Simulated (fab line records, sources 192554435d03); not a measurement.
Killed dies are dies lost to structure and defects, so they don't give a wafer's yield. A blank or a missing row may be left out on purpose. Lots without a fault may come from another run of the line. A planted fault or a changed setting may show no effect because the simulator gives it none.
Chamber matching | flow n5_finfet | N5_SDB_ETCH_17 on rie_diel-01: 4 sister chambers
The step etches SiARC in CF4, target depth 23.4 nm, time 39 s. 22 wafers are shown with their chamber, then 11 later ones without.

WAFERS WITH THEIR CHAMBER
wafer  | chamber | throttle_valve_pct (%) | drypump_motor_current_A (A) | oes_product_au (a.u.)
L077.1 | 1       | 15.75                  | 5.7                         | 0.61
L077.2 | 3       | 15.17                  | 5.4                         | 0.72
L077.5 | 2       | 15.35                  | 5.3                         | 0.70
L078.2 | 3       | 15.18                  | 5.3                         | 0.72
L078.4 | 1       | 15.75                  | 5.6                         | 0.61
L078.6 | 1       | 15.75                  | 5.6                         | 0.61
L079.3 | 1       | 15.76                  | 5.6                         | 0.61
L079.4 | 3       | 15.16                  | 5.3                         | 0.71
L079.6 | 2       | 15.38                  | 5.3                         | 0.69
L080.3 | 0       | 16.00                  | 6.2                         | 0.61
L080.5 | 1       | 15.77                  | 5.7                         | 0.60
L080.6 | 2       | 15.38                  | 5.3                         | 0.69
L082.2 | 1       | 15.76                  | 5.6                         | 0.60
L082.4 | 3       | 15.17                  | 5.3                         | 0.71
L082.6 | 2       | 15.38                  | 5.3                         | 0.69
L083.1 | 2       | 15.38                  | 5.3                         | 0.68
L083.2 | 3       | 15.17                  | 5.3                         | 0.71
L083.3 | 0       | 15.98                  | 6.2                         | 0.61
L084.2 | 2       | 15.39                  | 5.3                         | 0.68
L084.4 | 1       | 15.79                  | 5.6                         | 0.60
L084.5 | 3       | 15.18                  | 5.3                         | 0.71
L086.2 | 1       | 15.80                  | 5.7                         | 0.60

SIGNATURES (means of the wafers above)
reading                 | chamber 0 | chamber 1 | chamber 2 | chamber 3 | scatter within a chamber
throttle_valve_pct      | 15.9900   | 15.7662   | 15.3767   | 15.1717   | 0.0149
drypump_motor_current_A | 6.200     | 5.638     | 5.300     | 5.317     | 0.0388
oes_product_au          | 0.6100    | 0.6050    | 0.6883    | 0.7133    | 0.00585
Rule: a wafer's distance from a chamber is the root of the sum, over the readings, of the square of ((its reading less the chamber's mean) divided by the reading's scatter). The wafer belongs to the nearest chamber; if the next one is less than 2 further off, it can't be placed. The scatter: the root of (the sum of the squares of (reading less its chamber's mean) over the shown wafers, divided by (wafers less chambers)).

WAFERS WITHOUT THEIR CHAMBER
wafer  | throttle_valve_pct (%) | drypump_motor_current_A (A) | oes_product_au (a.u.)
L086.3 | 15.40                  | 5.3                         | 0.68
L086.6 | 15.41                  | 5.3                         | 0.67
L087.1 | 15.20                  | 5.4                         | 0.70
L087.3 | 16.01                  | 6.2                         | 0.60
L087.6 | 15.21                  | 5.4                         | 0.70
L089.1 | 16.03                  | 6.2                         | 0.60
L089.5 | 15.80                  | 5.6                         | 0.59
L089.6 | 15.41                  | 5.3                         | 0.67
L091.2 | 15.82                  | 5.7                         | 0.59
L091.5 | 15.42                  | 5.3                         | 0.67
L091.6 | 15.80                  | 5.6                         | 0.59

WHICH CHAMBER EACH WENT THROUGH
wafer  | from the rows above | in truth
L086.3 | 2                   | 2
L086.6 | 2                   | 2
L087.1 | 3                   | 3
L087.3 | 0                   | 0
L087.6 | 3                   | 3
L089.1 | 0                   | 0
L089.5 | 1                   | 1
L089.6 | 2                   | 2
L091.2 | 1                   | 1
L091.5 | 2                   | 2
L091.6 | 1                   | 1
Placed correctly: 11 of 11. Can't be placed from these rows: 0. Placed wrongly: 0.
